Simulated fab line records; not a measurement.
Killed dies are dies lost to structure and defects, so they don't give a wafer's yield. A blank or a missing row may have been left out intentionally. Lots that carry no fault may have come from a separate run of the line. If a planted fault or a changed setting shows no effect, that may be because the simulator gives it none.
Code-filled problem report in 8D (eight disciplines) form / flow n5_finfet / the parts of the form that need people (team, actions taken, sign-off) are left out

1. THE PROBLEM
RS_SD_N at N5_SD_ACTIVATION_RS_MEAS_03 reads a mean of 26.9 ohm/sq on 6 wafers of 2 lots; wafers without a fault read 21.9 ohm/sq with a standard deviation of 0.31. Relative to the usual mean, that is a shift of +16 standard deviations.
The step: measures by four-point-probe.
Earliest sighting: wafer L550.1 on film_metro-02 at day 7 16:26. The record holds 27 wafers of 9 lots with a number at this step. The rule behind "out" and "out of limits": a value lying over 4 standard deviations away from the usual mean. The rest of the wafers with a number are treated as sound.

2. WHAT IT IS, WHAT IT ISN'T
question=which readings at this step | is=RS_SD_N | is not=-
question=which lots | is=L550, L552 | is not=L537, L538, L539, L540, L541, L543, L556
question=which wafers of those lots | is=all that have a number | is not=-
question=read on which gauges | is=film_metro-01, film_metro-02 | is not=-
question=when | is=from day 7 16:26 | is not=up to then (18 sound wafers); but 3 sound wafers of L556 came after

3. WHAT RULES OUT EACH SUSPECT
Counting: a tool stays on the suspect list if, at a process step up to the reading, it processed all lots that are out and no sound lot following the first of them.
- ruled out: the gauge at N5_SD_ACTIVATION_RS_MEAS_03. 2 gauges (film_metro-01, film_metro-02) read the wafers that are out.
- rie_diel-06 at N5_SD_EPI_P_ETCH_36 (etches SiARC in CF4, target depth 45.5 nm, time 75.8 s): kept. Every lot that is out went through it, starting with L550 (day 7 12:17), and after that it ran no sound lot; the last sound lot it ran before then is L537 (day 4 05:52).
- laser_anneal-02 at N5_SD_ACTIVATION_LSA_01 (time 0.0008 s): kept. Every lot that is out went through it, starting with L550 (day 7 16:14), and after that it ran no sound lot; the last sound lot it ran before then is L543 (day 5 21:26). Its own wafer_temp_C_max readings are out on those wafers.
After counting, rie_diel-06 at N5_SD_EPI_P_ETCH_36 and laser_anneal-02 at N5_SD_ACTIVATION_LSA_01 remain.

4. THE CAUSE (what the simulator had put in)
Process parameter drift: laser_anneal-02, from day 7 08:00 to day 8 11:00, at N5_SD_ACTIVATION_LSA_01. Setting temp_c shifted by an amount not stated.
After counting, 2 suspects remain, this tool included.

5. THE EFFECT CHAIN, in route order
Each row: a reading whose mean over the struck wafers that have a number lies more than 3 standard deviations from the usual. Only readings whose record carries a usual standard deviation are examined. hours: median over the lots of the time between each lot's start at the first step of this table that gives one and its start at this step. sigmas: the change, counted in usual standard deviations.
hours=0; step=N5_SD_ACTIVATION_LSA_01; reading=wafer_temp_C_max; usual=1084.9; on struck wafers=1034.2; change=-50.7; sigmas=-63
hours=0; step=N5_SD_ACTIVATION_RS_MEAS_03; reading=RS_SD_N; usual=21.9 ohm/sq; on struck wafers=26.9; change=+5.0; sigmas=+16
hours=109; step=N5_BEOL_M4_RC_MEAS_101; reading=RC_DENSE_N; usual=18.5 ohm.um; on struck wafers=22.6; change=+4.1; sigmas=+8.2
hours=109; step=N5_BEOL_M4_RC_MEAS_101; reading=RC_N; usual=15.1 ohm.um; on struck wafers=18.5; change=+3.4; sigmas=+8.5
hours=109; step=N5_BEOL_M4_RC_MEAS_101; reading=REXT_N; usual=74.9 ohm.um; on struck wafers=84.3; change=+9.4; sigmas=+5.2
hours=109; step=N5_BEOL_M4_RC_MEAS_101; reading=RS_SD_N; usual=28.4 ohm/sq; on struck wafers=33.9; change=+5.5; sigmas=+13
Process steps it contains:
- N5_SD_ACTIVATION_LSA_01: time 0.0008 s.
At these later measuring or inspecting steps, every struck wafer for which the step has a row has a number for every such reading, and none has moved that far: N5_SD_ACTIVATION_INSPECT_02.

6. WHAT WOULD HAVE CAUGHT IT SOONER
The first out-of-limits reading at a measuring or inspecting step in this record came at day 7 16:26, 8 hours after the fault's start at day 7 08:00.
The tool's own readings at N5_SD_ACTIVATION_LSA_01 were out on every struck wafer that the step has a row for (wafer_temp_C_max): an alarm limit on them would have fired on the first of those.
L552, from the lots that are out (2), started N5_SD_ACTIVATION_LSA_01 on laser_anneal-02 later than day 7 16:26. Putting the tool on hold at that point would have spared it.
